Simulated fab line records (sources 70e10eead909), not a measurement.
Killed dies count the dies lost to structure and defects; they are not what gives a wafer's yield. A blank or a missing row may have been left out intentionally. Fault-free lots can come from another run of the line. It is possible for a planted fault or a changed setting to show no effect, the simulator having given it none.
Which of the tools did it? | flow nandHarc | Sampling: 12 lots, 36 wafers, 2 of 1159 route steps

WHAT EACH GAUGE READ, for each wafer
NHARC_P_GATE_CD_MEAS_91 targets a cd of 2000 nm.
lot  | measured     | on       | cdNm (nm)
L076 | day 5 21:03  | cdSem-01 | 2001.8 1999.5 1998.4
L078 | day 6 01:17  | cdSem-03 | 1998.9 1998.5 1998.6
L079 | day 6 13:31  | cdSem-02 | 1999.5 1999.5 2001.3
L081 | day 7 04:31  | cdSem-01 | 1996.9 1999.7 2001.2
L083 | day 7 10:50  | cdSem-01 | 1999.9 1997.2 1996.5
L088 | day 8 12:12  | cdSem-03 | 2000.8 2000.1 2003.1
L086 | day 8 12:52  | cdSem-01 | 1997.6 1998.0 2001.3
L089 | day 9 07:17  | cdSem-01 | 1996.8 1999.0 1996.7
L091 | day 9 12:35  | cdSem-03 | 1999.9 1999.2 2000.4
L092 | day 10 02:23 | cdSem-02 | 2001.2 1999.2 1998.2
L094 | day 10 11:08 | cdSem-03 | 1999.4 1998.5 1996.5
L097 | day 11 03:10 | cdSem-02 | 1996.1 1996.6 1995.6

EACH LOT AND THE TOOL THAT RAN IT (in order: tool; ch and the chambers of the sampled wafers; start)
lot  | NHARC_P_GATE_STRIP_112
L076 | plasmaAsher-02 ch 0,1, day 5 19:56
L078 | plasmaAsher-01 ch 0,1, day 6 00:10
L079 | plasmaAsher-01 ch 0,1, day 6 12:20
L081 | plasmaAsher-01 ch 0,1, day 7 03:23
L083 | plasmaAsher-01 ch 0,1, day 7 09:40
L088 | plasmaAsher-02 ch 0,1, day 8 11:01
L086 | plasmaAsher-01 ch 0,1, day 8 11:41
L089 | plasmaAsher-01 ch 0,1, day 9 06:08
L091 | plasmaAsher-01 ch 0,1, day 9 11:29
L092 | plasmaAsher-01 ch 0,1, day 10 01:15
L094 | plasmaAsher-02 ch 0,1, day 10 09:56
L097 | plasmaAsher-01 ch 0,1, day 11 02:04
- NHARC_P_GATE_STRIP_112: strips in N2/H2, time 200 s.

THE ANSWER, worked out from the rows above alone
Rule: the usual values come from the lots themselves. Put in order of their means at a reading, lots are off if they are a third of the lots or fewer, leave a main group of 4 or more, and stand apart from it by a gap of 3 or more times the standard deviation of the main group's means; of several such gaps the widest counts. Not used: any main group whose means are identical at the precision the tables above print for the reading. Also off: a lot with no number at a reading for which 4 or more lots have one. Where the step has rows for the other lots, those lots are counted as sound.
Across all readings shown, no lot is off: no conclusion can be drawn from this.

WHAT THE SIMULATOR HAD PUT IN
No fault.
